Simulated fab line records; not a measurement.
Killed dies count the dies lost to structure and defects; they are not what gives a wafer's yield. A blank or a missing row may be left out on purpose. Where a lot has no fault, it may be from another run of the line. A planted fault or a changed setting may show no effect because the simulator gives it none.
Comparing a struck lot with a sound one ; flow n5-finfet ; 26 steps out of a route of 1938
Sound: the wafers L994.1, L994.2, L994.5. Struck: wafer L100.5. The cause is named last.
At each step with rows: each side's tool, then ch and its chambers, then its first start. Under that, the readings that differ: sound wafers ; struck wafers ; difference of the means ; sigmas: that difference in standard deviations of wafers without a fault.
alike: words and numbers the same on both sides, and readings whose means are apart by under 2 such deviations; not compared: readings that were withheld, readings missing a value for some wafer, numbers with overlapping values and no deviation given by the record, and bounds like >300 which may hide the same value.
The two part at a step that has a row with sigmas, a row that says differs or no value, or rows on one side only. Numbers that don't overlap but have no deviation are shown without sigmas and don't part them. A reading that every wafer of one side lacks parts them only if that side has two wafers or more.

N5_BEOL_M6_ETCH_62: etches SOC in N2/H2, target depth 110 nm, overetch 22 nm, time 165 s.
  sound on rie-diel-01 ch 1,3, day 9 17:50; struck on rie-diel-01 ch 0, day 12 15:02
reading;sound;struck;difference;sigmas
drypump-motor-current-A (A);6.4 5.5 6.4;5.2;-0.9;-3
  alike: oes-product-au, rf-fwd-power-W, rf-vpp-V, showerhead-plenum-p-Torr, throttle-valve-pct
  not compared: rf-hours-counter-h
then, 1 step without rows for these wafers: N5_BEOL_M6_STRIP_68 (strips in N2/H2).
N5_BEOL_M6_STRIP_67: strips in CF4.
  sound on rie-diel-01 ch 1,3, day 9 17:59; struck on rie-diel-01 ch 0, day 12 15:08
reading;sound;struck;difference;sigmas
drypump-motor-current-A (A);6.4 5.5 6.4;5.2;-0.9;-3
  alike: oes-product-au, rf-vpp-V, showerhead-plenum-p-Torr, throttle-valve-pct
  not compared: rf-hours-counter-h
N5_BEOL_M6_HM_OPEN_17: chemistry Cl2/BCl3, target TiN, target depth 20 nm, overetch 6 nm.
  sound on rie-metal-01 ch 0,1, day 9 18:02; struck on rie-metal-03 ch 0, day 12 15:13
reading;sound;struck;difference;sigmas
rf-fwd-power-W (W);999 997 1000;992;-7;-2
  alike: drypump-motor-current-A, oes-product-au, throttle-valve-pct
  not compared: rf-hours-counter-h
then, 1 step without rows for these wafers: N5_BEOL_M6_STRIP_19 (strips in O2).
N5_BEOL_M6_CD_MEAS_18: pitch 80 nm, target cd 40 nm.
  struck on cd-sem-02, day 12 15:21; sound on cd-sem-03, day 9 18:13
  alike: cd-nm
then, 6 steps without rows for these wafers: N5_BEOL_M6_COAT_63 (time 60 s, resist thk 60 nm); N5_BEOL_M6_COAT_64 (time 60 s, resist thk 12 nm); N5_BEOL_M6_COAT_71 (time 60 s, resist thk 5 nm); N5_BEOL_M6_COAT_22 (resist thk 30 nm); N5_BEOL_M6_EBR_24; N5_BEOL_M6_SOFTBAKE_23 (time 60 s).
N5_BEOL_M6_EXPOSE_25: exposes mask V5, target cd 40 nm.
  sound on euv-scanner-01 ch 0, day 9 20:38; struck on euv-scanner-02 ch 0, day 12 15:58
reading;sound;struck;difference;sigmas
exposure-dose-mJ-cm2;45.41 45.36 45.41;46.06;+0.67;+3
  alike: mask
then, 2 steps without rows for these wafers: N5_BEOL_M6_PEB_26 (peb time 60 s); N5_BEOL_M6_DEVELOP_27 (develop time 30 s).
N5_BEOL_M6_CD_MEAS_28: the cd target is 40 nm.
  sound on cd-sem-02 ch 0, day 9 20:46; struck on cd-sem-01 ch 0, day 12 16:05
reading;sound;struck;difference;sigmas
cd-nm (nm);40.06 40.31 40.22;40.83;+0.63;+3
N5_BEOL_M6_OVL_MEAS_29:
  sound on overlay-02 ch 0, day 9 20:48; struck on overlay-01 ch 0, day 12 16:08
  alike: V5_OVL
N5_BEOL_M6_INSPECT_30: inspects for defects (brightfield).
  struck on defect-inspect-01, day 12 16:10; sound on defect-inspect-01, day 9 20:52
  alike: raw-defect-count
N5_BEOL_M6_DESCUM_33: chemistry O2, time 7 s.
  sound on rie-diel-02 ch 2,3, day 9 20:54; struck on rie-diel-02 ch 1, day 12 16:13
reading;sound;struck;difference;sigmas
model.BEOL_M6.cd-nm (nm);39.8 40 40;40.6;+0.7;
  alike: drypump-motor-current-A, oes-product-au, rf-fwd-power-W, rf-vpp-V, showerhead-plenum-p-Torr, throttle-valve-pct
  not compared: rf-hours-counter-h
then, 1 step without rows for these wafers: N5_BEOL_M6_ETCH_72 (etches underlayer in N2/H2, target depth 6.5 nm, time 5.2 s).
N5_BEOL_M6_ETCH_65: etches SiARC in CF4, target depth 15.6 nm, time 26 s.
  sound on rie-diel-02 ch 2,3, day 9 20:57; struck on rie-diel-02 ch 1, day 12 16:16
  alike: drypump-motor-current-A, etch-rf-on-time-s, oes-product-au, rf-fwd-power-W, rf-vpp-V, showerhead-plenum-p-Torr, throttle-valve-pct
  not compared: rf-hours-counter-h
N5_BEOL_M6_ETCH_66: etches SOC in N2/H2, target depth 80 nm, overetch 16 nm, time 120 s.
  sound on rie-diel-02 ch 2,3, day 9 20:59; struck on rie-diel-02 ch 1, day 12 16:19
  alike: drypump-motor-current-A, oes-product-au, rf-fwd-power-W, rf-vpp-V, showerhead-plenum-p-Torr, throttle-valve-pct
  not compared: rf-hours-counter-h
then, 2 steps without rows for these wafers: N5_BEOL_M6_STRIP_69 (strips in N2/H2); N5_BEOL_M6_STRIP_73 (strips in N2/H2).
N5_BEOL_M6_VIA_ETCH_34: etches SiCOH lowk in C4F6/O2, target depth 126.3 nm, time 50.9 s.
  sound on rie-diel-02 ch 2,3, day 9 21:05; struck on rie-diel-02 ch 1, day 12 16:24
reading;sound;struck;difference;sigmas
model.BEOL_M6.cd-nm (nm);40 39.8 40;40.8;+0.9;
  alike: O2_flow_sccm, drypump-motor-current-A, oes-product-au, rf-fwd-power-W, rf-vpp-V, showerhead-plenum-p-Torr, throttle-valve-pct
  not compared: rf-hours-counter-h
then, 1 step without rows for these wafers: N5_BEOL_M6_STRIP_76 (strips in C4F6/O2).

WHERE THEY PART
Earliest at N5_BEOL_M6_ETCH_62; latest, in this record, at N5_BEOL_M6_CD_MEAS_28. Later steps at which nothing parts them and some readings are alike: N5_BEOL_M6_OVL_MEAS_29, N5_BEOL_M6_INSPECT_30, N5_BEOL_M6_DESCUM_33, N5_BEOL_M6_ETCH_65, N5_BEOL_M6_ETCH_66, N5_BEOL_M6_VIA_ETCH_34.

WHY: what had been put in by the simulator
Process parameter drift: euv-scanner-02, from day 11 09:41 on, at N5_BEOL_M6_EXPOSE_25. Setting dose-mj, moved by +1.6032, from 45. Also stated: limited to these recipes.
